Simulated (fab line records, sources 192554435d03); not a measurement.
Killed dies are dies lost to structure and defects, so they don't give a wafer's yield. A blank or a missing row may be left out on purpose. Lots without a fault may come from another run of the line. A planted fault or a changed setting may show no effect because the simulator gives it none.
fab line records | flow n5_finfet
record lots=4 wafers=12 last_day=17
route steps=1938 shown STI_FIN_REVEAL@187 DUMMY_GATE@212 BEOL_M4@1111 PASSIVATION@1936
lots that met no fault: from a run of the same line without faults
start_h: hours from the record's first day to the start of the lot's first wafer shown | wait_h: hours since the lot's step before | " the same as in the row above | L1.1+2: a row that stands for several wafers | - no value, or no start given | * or withheld: withheld | < > ~ a bound
route shown NAME@n: a module of which the file shows steps, and the number in the route of the first | usual: mean/standard deviation of fault-free wafers | same: alike in all rows | chamber/n: place in a boat | sites: the reading at each site | _std_site: their standard deviation | _edge_site: outer sites' mean less inner sites' | radius_mm: how far each site lies from the wafer's centre | mask NAME#n: copy n | behind: the tool/chamber that last shaped the wafer | hold: why the lot was held/for how many hours/how that ended | device: the transistor (n, p or np) that didn't switch | end of line: the same wafers' tests at the end of the route | a step without rows: its recipe alone | killed: dies lost to structure and defects at the first sort, not the wafer's yield | map: a wafer's dies, x killed, . not, _ none there
set.NAME: the setting as run; set.NAME@STEP: as run at that earlier step | model.NAME: the simulator's own value behind a step, which no gauge read
lots at some steps of the route; a table a step, a row a wafer
## steps
# step N5_STI_FIN_REVEAL_CMP_04
# recipe stop_on=Si3N4 t_overpolish_s=4 down_force_psi=2 platen_rpm=54.18 post_cmp_clean=alkaline_brush pad_velocity_m_s=1.078 target_thk_nm=131.83
# step N5_STI_FIN_REVEAL_DENSIFY_30
# recipe temp_c=* time_s=* ambient=N2 idle_temp_c=600 ramp_up_c_per_s=150 ramp_down_c_per_s=60 cool_to_c=600
# step N5_STI_FIN_REVEAL_ETCHBACK_08
# recipe chemistry=C4F6/O2 target=SiO2 target_depth_a=305 time_s=10.167 ion_energy_ev=250 pressure_mtorr=30 source_w=345 bias_w=185 Ar_flow_sccm=300 C4F6_flow_sccm=10 O2_flow_sccm=10
# step N5_STI_FIN_REVEAL_STRIP_24
# recipe chemistry=N2/H2 time_s=90 power_w=100 temp_c=40 pressure_mtorr=100 rf_frequency_hz=6e+07 bias_power_w=3 n2_flow_sccm=300 h2_flow_sccm=300
# step N5_STI_FIN_REVEAL_PRECLEAN_25
# recipe chemistry=SPM time_s=90 temp_c=120 mix=4:1
# step N5_STI_FIN_REVEAL_PRECLEAN_26
# recipe chemistry=SC1 time_s=45 temp_c=46 mix=1:2:100
# step N5_STI_FIN_REVEAL_PRECLEAN_29
# recipe chemistry=DHF time_s=30 temp_c=25 dilution=300:1
# step N5_STI_FIN_REVEAL_SRD_12
# recipe time_s=30 temp_c=23 rinse_liquid=diw dry=ipa_marangoni
# step N5_STI_FIN_REVEAL_RECESS_09
# recipe chemistry=HF/NH3 target=SiO2 afs_cycles=11 target_depth_a=425 temp_c=30 sublimation_temp_c=180 sublimation_time_s=60
# step N5_STI_FIN_REVEAL_STRIP_16
# recipe chemistry=H3PO4 material=SiNx temp_c=165 target_depth_a=238 overetch_fraction=0.4964 dry=ipa_marangoni
# step N5_STI_FIN_REVEAL_PRECLEAN_17
# recipe chemistry=NF3:NH3 afs_cycles=1 temp_c=30 time_s=20 sublimation_temp_c=180 sublimation_time_s=60 pressure_torr=3 rf_power_w=30
# step N5_STI_FIN_REVEAL_ETCH_34
# recipe chemistry=H2 mode=isotropic material=Si target=Si target_depth_a=9.7 temp_c=20 pressure_mtorr=4.5 icp_w=300 bias_w=0 h2_flow_sccm=7.5 he_flow_sccm=142.5
# usual bias_w=0/0 chamber_pressure_mTorr=4.500/0.0039 drypump_motor_current_A=5.8/0.46 oes_product_au=1.010/0.019 rf_fwd_power_W=296.4/1.3 temp_c=19.99/0.1 throttle_valve_pct=25.8/0.43
# columns lot.wafer tool chamber start_h wait_h bias_w chamber_pressure_mTorr drypump_motor_current_A oes_product_au rf_fwd_power_W rf_hours_counter_h temp_c throttle_valve_pct
L251.1 rie_si-04 1 72.35 0.2 0 4.497 5.7 1.013 294.3 39 20.10 25.2
L251.2 " 2 " " 0 4.496 6.4 1.034 297.5 109 19.94 26.0
L251.4 " 3 " " 0 4.495 5.4 1.029 296.9 140 19.98 26.0
L261.2 rie_si-04 3 131.74 0.1 - - - - - - - -
L261.4 " 2 " " - - - - - - - -
L261.5 " 3 " " - - - - - - - -
L262.1 rie_si-04 2 138.11 0.2 - - - - - - - -
L262.3 " 0 " " - - - - - - - -
L262.4 " 3 " " - - - - - - - -
L263.2 rie_si-04 0 144.02 0.1 0 4.505 5.8 0.976 297.2 24 19.97 25.5
L263.3 " 2 " " 0 4.502 6.4 1.045 297.3 110 19.85 26.1
L263.4 " 1 " " 0 4.501 5.8 1.013 296.2 40 20.17 25.2
# step N5_STI_FIN_REVEAL_OXIDATION_31
# recipe chemistry=O2_PLASMA_REMOTE temp_c=150 time_s=20 pressure_mtorr=1000 source_power_w=2000 o2_flow_sccm=3000
# step N5_STI_FIN_REVEAL_PRECLEAN_32
# recipe chemistry=NF3:NH3 afs_cycles=1 temp_c=30 time_s=20 sublimation_temp_c=180 sublimation_time_s=60 pressure_torr=3 rf_power_w=30
# step N5_STI_FIN_REVEAL_STRIP_35
# recipe chemistry=H3PO4 material=Si3N4 temp_c=165 target_depth_a=40 time_s=39
# step N5_STI_FIN_REVEAL_SRD_21
# recipe dry=ipa_marangoni time_s=30 temp_c=23 rinse_liquid=diw
# step N5_STI_FIN_REVEAL_OXIDATION_33
# recipe chemistry=O2_PLASMA_REMOTE temp_c=150 time_s=20 pressure_mtorr=1000 source_power_w=2000 o2_flow_sccm=3000
# step N5_STI_FIN_REVEAL_CLEAN_19
# recipe chemistry=O3/DIW temp_c=25 time_s=120 o3_ppm=10
# step N5_STI_FIN_REVEAL_SRD_23
# recipe dry=ipa_marangoni time_s=30 temp_c=23 rinse_liquid=diw
# step N5_STI_FIN_REVEAL_CD_MEAS_22
# recipe target_cd_nm=6.238 pitch_nm=28 polarity=line
# usual cd_nm=6.28/0.24
# columns lot.wafer tool chamber start_h wait_h cd_nm
L251.1 cd_sem-02 - 72.92 0.0 6.54
L251.2 " - " " 6.15
L251.4 " - " " 6.48
L261.2 cd_sem-01 - 132.33 0.0 8.06
L261.4 " - " " 7.97
L261.5 " - " " 8.13
L262.1 cd_sem-03 - 138.69 0.0 8.16
L262.3 " - " " 7.99
L262.4 " - " " 7.89
L263.2 cd_sem-02 - 144.66 0.0 6.62
L263.3 " - " " 6.52
L263.4 " - " " 6.25
# step N5_STI_FIN_REVEAL_PRECLEAN_18
# recipe chemistry=SC2 time_s=45 temp_c=35 mix=1:1:50
# step N5_STI_FIN_REVEAL_SRD_28
# recipe dry=ipa_marangoni time_s=30 temp_c=23 rinse_liquid=diw
# step N5_DUMMY_GATE_PRECLEAN_00
# recipe chemistry=O3/DIW time_s=60 temp_c=22 o3_ppm=10
# step N5_DUMMY_GATE_SRD_01
# recipe time_s=30 temp_c=23 rinse_liquid=diw dry=ipa_marangoni
# step N5_DUMMY_GATE_ALD_02
# recipe material=SiO2 target_thk_a=20 temp_c=300 ald_precursor_family=BDEAS ald_co_reactant=O2-plasma pulse_time_s=1 pressure_torr=2
# step N5_DUMMY_GATE_CVD_03
# recipe material=a-Si target_thk_a=1500 temp_c=530 precursor=SiH4 time_s=8042
# step N5_DUMMY_GATE_PRECLEAN_46
# recipe chemistry=DIW time_s=89.5 temp_c=23
# step N5_DUMMY_GATE_SRD_47
# recipe dry_time_s=32 dry=n2_spin spin_rpm=1500
# step N5_DUMMY_GATE_CMP_04
# recipe material=a-Si post_cmp_clean=alkaline_brush
# step N5_DUMMY_GATE_HM_DEP_06
# recipe material=SiNx target_thk_a=800 precursor=DCS/NH3 temp_c=700 pressure_mtorr=300 time_s=5141
# step N5_DUMMY_GATE_PECVD_30
# recipe material=SiO2 target_thk_a=550 temp_c=400 precursor=TEOS/O2 pressure_torr=6.5 rf_w=withheld teos_flow_sccm=withheld gas=O2 flow_sccm=2650 time_s=10.8
# step N5_DUMMY_GATE_COAT_34
# recipe resist=SOC temp_c=250 time_s=60 spin_rpm=1500 resist_thk_nm=60
# step N5_DUMMY_GATE_COAT_35
# recipe resist=SiARC temp_c=220 time_s=60 spin_rpm=1500 resist_thk_nm=10
# step N5_DUMMY_GATE_COAT_28
# recipe resist=underlayer temp_c=205 time_s=60 spin_rpm=1500 resist_thk_nm=10
# step N5_DUMMY_GATE_COAT_09
# recipe resist=CAR-EUV spin_rpm=1500 resist_thk_nm=30
# step N5_DUMMY_GATE_EBR_11
# recipe solvent=PGMEA ebr_width_mm=1.5
# step N5_DUMMY_GATE_SOFTBAKE_10
# recipe temp_c=110 time_s=60 resist=CAR-EUV
# step N5_DUMMY_GATE_EXPOSE_12
# recipe mask_id=GATE na=0.33 source_shape=annular sigma_inner=0.2 sigma_outer=0.6 polarization=unpolarized target_cd_nm=25 dose_mj=34
# step N5_BEOL_M4_RC_MEAS_101
# usual DIBL_N=36.4/1.4 DIBL_P=36.4/1.5 IOFF_N=0.156/0.022 IOFF_N_85C=3.0/0.37 IOFF_N_LIN=0.072/0.0089 IOFF_N_LONG=5.45e-05/2.8e-06 IOFF_P=0.210/0.023 IOFF_P_85C=3.6/0.33 IOFF_P_LIN=0.099/0.0086 IOFF_P_LONG=0.000106/7.3e-06 ION_N=675/9.1 ION_P=463/5.7 REXT_N=75.8/1.8 REXT_P=99.9/2.1 SS_N=71.6/0.45 SS_P=73.3/0.56 VT_N=250/3.1 VT_N_LONG=275.5/2.3 VT_N_LVT=99/3.1 VT_P=-250.3/2.3 VT_P_LONG=-275.4/2.8 VT_P_LVT=-99.2/2
# columns lot.wafer tool chamber start_h wait_h DIBL_N[mV/V] DIBL_P[mV/V] IOFF_N[nA/um] IOFF_N_85C[nA/um] IOFF_N_LIN[nA/um] IOFF_N_LONG[nA/um] IOFF_P[nA/um] IOFF_P_85C[nA/um] IOFF_P_LIN[nA/um] IOFF_P_LONG[nA/um] ION_N[uA/um] ION_P[uA/um] REXT_N[ohm.um] REXT_P[ohm.um] SS_N[mV/dec] SS_P[mV/dec] VT_N[mV] VT_N_LONG[mV] VT_N_LVT[mV] VT_P[mV] VT_P_LONG[mV] VT_P_LVT[mV]
L251.1 prober-02 0 229.14 0.0 37.9 36.2 0.180 3.4 0.078 5.45e-05 0.247 4.2 0.114 0.000107 684 470 76.4 99.7 72.6 73.3 247 274.8 96 -248.2 -273.8 -96.1
L251.2 " 0 " " 37.3 34.4 0.163 3.2 0.072 5.51e-05 0.216 3.7 0.106 0.000109 680 467 74.4 100.1 71.3 73.3 251 275.0 99 -248.5 -271.4 -98.3
L251.4 " 0 " " 35.8 32.9 0.134 2.7 0.063 5.42e-05 0.194 3.4 0.097 0.000115 671 466 75.8 99.4 71.1 73.5 251 276.2 101 -248.8 -273.4 -99.2
L261.2 prober-01 0 289.78 0.2 49.1 53.4 0.779 11.9 0.351 8.38e-05 0.733 10.4 0.335 0.000133 767 507 65.2 90.7 73.8 77.2 223 259.1 73 -234.5 -267.1 -83.2
L261.4 " 0 " " 49.1 54.2 0.814 12.2 0.362 8.23e-05 0.769 10.7 0.345 0.000128 772 515 66.0 91.4 73.6 77.5 225 259.5 73 -232.8 -265.7 -83.1
L261.5 " 0 " " 49.8 54.1 0.862 12.8 0.385 8.44e-05 0.757 10.6 0.340 0.00013 773 510 65.5 92.6 74.4 76.3 222 255.2 72 -235.2 -266.9 -83.7
L262.1 prober-01 0 301.31 0.0 47.6 51.1 0.739 11.3 0.358 9.07e-05 0.643 9.3 0.297 0.000132 779 509 67.1 87.5 73.8 77.7 224 258.9 69 -234.7 -264.1 -82.9
L262.3 " 0 " " 47.9 51.0 0.696 10.8 0.334 8.89e-05 0.645 9.4 0.298 0.000138 766 506 68.0 87.4 73.9 77.3 222 255.3 71 -236.7 -266.8 -82.8
L262.4 " 0 " " 47.1 50.5 0.689 10.7 0.335 9.16e-05 0.598 8.8 0.281 0.000135 771 505 67.4 87.3 73.9 76.8 223 255.3 69 -237.7 -266.9 -83.4
L263.2 prober-02 0 306.25 0.2 38.1 36.5 0.167 3.1 0.077 5.3e-05 0.231 4.0 0.107 0.000111 679 466 78.3 97.5 71.3 73.3 251 277.5 100 -248.7 -272.9 -97.0
L263.3 " 0 " " 36.9 35.3 0.149 2.9 0.069 5.33e-05 0.216 3.8 0.103 0.000117 675 465 78.9 98.0 71.3 72.9 251 277.2 101 -249.1 -271.0 -98.0
L263.4 " 0 " " 36.9 35.2 0.148 2.9 0.068 5.24e-05 0.219 3.8 0.103 0.000114 671 469 78.0 96.7 71.4 72.7 254 277.6 101 -251.0 -272.7 -98.1
# step N5_PASSIVATION_PROBE_49
# usual defect_limited_yield=91.5/1.3 killed_at_M0_to_M3=33/10 killed_at_M4_up=13/4 killed_at_contacts=12/6.3 killed_at_front_end=39/11 killed_at_other=3.4/2.6 killed_dies=100/15 killed_open=65/11 killed_short=34/7.8 sort_bin_4_leakage=0/0 sort_bin_5_function=5.0/0.89 sort_bin_6_memory=3.2/0.58 sort_n_pass=1080/15 sort_yield_pct=91.5/1.3
# same gross_dies=1180 killed_at_back_side=0 sort_bin_8_speed[%]=0
# columns lot.wafer tool chamber start_h wait_h defect_limited_yield[%] killed_at_M0_to_M3 killed_at_M4_up killed_at_contacts killed_at_front_end killed_at_other killed_dies killed_open killed_short sort_bin_4_leakage[%] sort_bin_5_function[%] sort_bin_6_memory[%] sort_n_pass sort_yield_pct[%]
L251.1 prober-01 - 342.10 0.0 91.4 37 10 12 39 3 101 74 27 0 4.7 3.6 1079 91.4
L251.2 prober-01 - 342.15 0.1 93.2 26 12 5 35 2 80 55 24 0 4.1 2.5 1100 93.2
L251.4 prober-01 - 342.25 0.2 91.9 21 15 6 51 2 95 65 30 0 4.7 3.3 1085 91.9
L261.2 prober-02 - 394.43 0.1 91.3 38 9 8 37 11 103 61 41 91.19 4.9 3.5 1 0.1
L261.4 prober-02 - 394.53 0.2 92.2 38 6 11 36 1 92 53 37 92.20 4.4 3.1 0 0
L261.5 prober-02 - 394.58 0.2 90.8 52 12 5 34 6 109 65 42 90.76 5.1 3.8 0 0
L263.2 prober-01 - 416.82 0.1 91.4 23 11 24 40 4 102 63 39 0 5.7 2.5 1078 91.4
L263.3 prober-01 - 416.87 0.1 91.6 36 13 11 39 0 99 60 36 0 4.6 3.1 1081 91.6
L263.4 prober-01 - 416.92 0.2 90.7 29 13 22 43 3 110 66 44 0 5.6 3.3 1070 90.7
L262.1 prober-01 - 417.37 0.0 90.0 35 19 9 51 4 118 83 35 89.41 5.9 3.6 7 0.6
L262.3 prober-01 - 417.47 0.1 91.9 31 12 7 40 6 96 64 32 91.27 5.0 2.9 7 0.6
L262.4 prober-01 - 417.52 0.2 92.3 24 17 16 31 3 91 63 27 90.93 4.6 2.9 16 1.4
# killed by level:class
L251.1 BEOL_M2:geometric_particle:open=12 MOL_CONTACT_COAG:geometric_particle:open=11 BEOL_M1:geometric_particle:open=11 FIN_SAQP:geometric_particle:open=9 STI_FIN_REVEAL:geometric_particle:open=9 FIN_SAQP:geometric_particle:short=8 BEOL_M0_SAQP:geometric_particle:short=4 BEOL_M3:geometric_particle:open=4
L251.2 STI_FIN_REVEAL:geometric_particle:open=9 FIN_SAQP:geometric_particle:short=7 BEOL_M3:geometric_particle:open=7 BEOL_M2:geometric_particle:open=6 BEOL_M4:geometric_particle:open=6 FIN_SAQP:geometric_particle:open=4 GATE_CUT:geometric_particle:short=4 MOL_CONTACT_COAG:geometric_particle:open=4
L251.4 FIN_SAQP:geometric_particle:open=17 FIN_SAQP:geometric_particle:short=14 STI_FIN_REVEAL:geometric_particle:open=9 MOL_CONTACT_COAG:geometric_particle:open=6 BEOL_M0_SAQP:geometric_particle:open=4 BEOL_M1:geometric_particle:open=4 BEOL_M3:geometric_particle:open=4 BEOL_M4:geometric_particle:open=4
L261.2 BEOL_M0_SAQP:geometric_particle:short=13 BEOL_M2:geometric_particle:open=9 MOL_CONTACT_COAG:geometric_particle:open=8 BEOL_M0_SAQP:geometric_particle:open=8 BEOL_M4:geometric_particle:open=6 FIN_SAQP:geometric_particle:short=5 GATE_CUT:geometric_particle:short=5 STARTING-WAFER:geometric_particle:short=5
L261.4 FIN_SAQP:geometric_particle:short=10 BEOL_M3:geometric_particle:open=10 BEOL_M0_SAQP:geometric_particle:short=9 FIN_SAQP:geometric_particle:open=8 MOL_CONTACT_COAG:geometric_particle:open=8 GATE_CUT:geometric_particle:short=6 BEOL_M0_SAQP:geometric_particle:open=6 BEOL_M1:geometric_particle:open=5
L261.5 BEOL_M0_SAQP:geometric_particle:short=14 BEOL_M0_SAQP:geometric_particle:open=12 BEOL_M3:geometric_particle:open=10 FIN_SAQP:geometric_particle:short=8 BEOL_M1:geometric_particle:open=7 STI_FIN_REVEAL:geometric_particle:open=5 BEOL_M3:geometric_particle:short=5 BEOL_M5:geometric_particle:open=5
L263.2 MOL_CONTACT_COAG:geometric_particle:open=19 FIN_SAQP:geometric_particle:short=13 GATE_CUT:geometric_particle:short=9 FIN_SAQP:geometric_particle:open=7 BEOL_M3:geometric_particle:open=7 GATE_CUT:geometric_particle:open=5 MOL_CONTACT_COAG:geometric_particle:short=5 BEOL_M4:geometric_particle:open=5
L263.3 FIN_SAQP:geometric_particle:short=15 BEOL_M3:geometric_particle:open=14 BEOL_M2:geometric_particle:open=11 MOL_CONTACT_COAG:geometric_particle:open=9 GATE_CUT:geometric_particle:short=8 FIN_SAQP:geometric_particle:open=7 BEOL_M0_SAQP:geometric_particle:open=6 BEOL_M4:geometric_particle:open=4
L263.4 FIN_SAQP:geometric_particle:short=22 MOL_CONTACT_COAG:geometric_particle:open=19 BEOL_M3:geometric_particle:open=8 FIN_SAQP:geometric_particle:open=6 BEOL_M0_SAQP:geometric_particle:short=6 GATE_CUT:geometric_particle:short=5 BEOL_M2:geometric_particle:open=5 BEOL_M4:geometric_particle:open=4
L262.1 FIN_SAQP:geometric_particle:open=13 FIN_SAQP:geometric_particle:short=11 MOL_CONTACT_COAG:geometric_particle:open=9 BEOL_M0_SAQP:geometric_particle:open=8 BEOL_M2:geometric_particle:open=8 DUMMY_GATE:geometric_particle:open=7 BEOL_M0_SAQP:geometric_particle:short=7 ILD0:geometric_particle:open=6
L262.3 DUMMY_GATE:geometric_particle:open=11 BEOL_M1:geometric_particle:open=11 FIN_SAQP:geometric_particle:short=6 FIN_SAQP:geometric_particle:open=6 STI_FIN_REVEAL:geometric_particle:open=6 MOL_CONTACT_COAG:geometric_particle:open=5 BEOL_M3:geometric_particle:open=5 DUMMY_GATE:geometric_particle:short=4
L262.4 MOL_CONTACT_COAG:geometric_particle:open=15 FIN_SAQP:geometric_particle:open=8 BEOL_M4:geometric_particle:short=8 BEOL_M2:geometric_particle:open=6 BEOL_M3:geometric_particle:open=6 STI_FIN_REVEAL:geometric_particle:open=5 BEOL_M4:geometric_particle:open=4 BEOL_M0_SAQP:geometric_particle:short=3
# map L261.5 (x killed, . not)
_________________..x.x..x.x..________________
______________..........x.x....._____________
___________...x.................x..__________
__________...x..x.........xx...x...._________
________.............x..x............._______
_______...x.....x..............xx..x...______
______.....................x............_____
_____.........x............x.......x.....____
____..........x...x.........x.............___
___.........................x..x..xx.......__
___....x...............x...................__
__.........................................._
__........x...........x.....x..............._
_..............x..x................x.........
_............x...x...........x.......x....x..
_.........x....x...x.x..................x...x
_.x....xx...x....x..x........................
_..............xx............................
_..x...............x.........................
_...x.......x.......x...x....................
_...........x...x......x.....................
__...............x................x..x.....x_
__...x....x......x..............x.....x....._
___...........x....x..x.........x........x.__
___....x......x.....x...x....x.....xx.x....__
____...........................x.x........___
_____......x.x......x......x..x...x......____
______.....xx......x...........x........_____
_______......x.........x.......x.......______
________........x.........x..........._______
__________...x............x........._________
___________........................__________
______________.............x...._____________
_________________............________________
# map L262.1 (x killed, . not)
_________________x.........x.________________
______________...x.......x......_____________
___________......xx................__________
__________.x..x..x..x....x........x._________
________..................x...x......._______
_______..........................x.....______
______x.......x.......x.......x........._____
_____..x.....x.xx...............x........____
____x...........xx.........x..............___
___.x................x...x.....x...........__
___.........x..............................__
__....................x.x........x..xx.....x_
__..x..........x.....x..x..................._
_...................................x.....x..
_x............x.............x.............x..
_.x.............x..........x............x....
_...............x.....x....x..........x...x..
_..x...x......x.x............................
_....x....x................x...x..x........x.
_.x..............x..............x.x..........
_..x....x...x.....x....................x.....
__.......x...............x..........x.x.x..._
__.x............x............x.....x.x.x...._
___....x..x.......x...x............x..x....__
___..x..............x.........xx...x.....x.__
____x....x.........x........x.............___
_____.....x................x.............____
______......x..x........................_____
_______.x....x......x.....x...........x______
________..................x.........xx_______
__________.........................._________
___________x.......................__________
______________.................._____________
_________________..........x.________________
## key
first_sign step=N5_STI_FIN_REVEAL_ETCH_34 reading=tool_record direction=missing
effect step=N5_STI_FIN_REVEAL_CD_MEAS_22 reading=cd_nm direction=up sigmas=7.3 usual=6.28 struck=8.03
effect step=N5_BEOL_M4_RC_MEAS_101 reading=IOFF_N_LIN direction=up sigmas=32 usual=0.072 struck=0.354
effect step=N5_BEOL_M4_RC_MEAS_101 reading=IOFF_N direction=up sigmas=28 usual=0.156 struck=0.763
effect step=N5_BEOL_M4_RC_MEAS_101 reading=IOFF_P_LIN direction=up sigmas=25 usual=0.099 struck=0.316
effect step=N5_BEOL_M4_RC_MEAS_101 reading=IOFF_N_85C direction=up sigmas=23 usual=3.0 struck=11.6
effect step=N5_BEOL_M4_RC_MEAS_101 reading=IOFF_P direction=up sigmas=21 usual=0.210 struck=0.691
effect step=N5_BEOL_M4_RC_MEAS_101 reading=IOFF_P_85C direction=up sigmas=19 usual=3.6 struck=9.9
effect step=N5_BEOL_M4_RC_MEAS_101 reading=IOFF_N_LONG direction=up sigmas=11 usual=5.45e-05 struck=8.69e-05
effect step=N5_BEOL_M4_RC_MEAS_101 reading=ION_N direction=up sigmas=11 usual=675 struck=771
effect step=N5_BEOL_M4_RC_MEAS_101 reading=DIBL_P direction=up sigmas=11 usual=36.4 struck=52.4
effect step=N5_BEOL_M4_RC_MEAS_101 reading=VT_N_LVT direction=down sigmas=9.2 usual=99 struck=71
effect step=N5_BEOL_M4_RC_MEAS_101 reading=VT_N direction=down sigmas=8.6 usual=250 struck=223
effect step=N5_BEOL_M4_RC_MEAS_101 reading=DIBL_N direction=up sigmas=8.4 usual=36.4 struck=48.5
effect step=N5_PASSIVATION_PROBE_49 reading=sort_bin_4_leakage direction=up sigmas=99+ usual=0 struck=90.96
met_at N5_STI_FIN_REVEAL_ETCH_34
struck_wafers L261.2,L261.4,L261.5,L262.1,L262.3,L262.4
onset_between 72.35 131.74
fault kind=skipped_step_whole tool=rie_si-04 chamber=- onset_h=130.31 steps=N5_STI_FIN_REVEAL_ETCH_34 scope=struck_lots_only
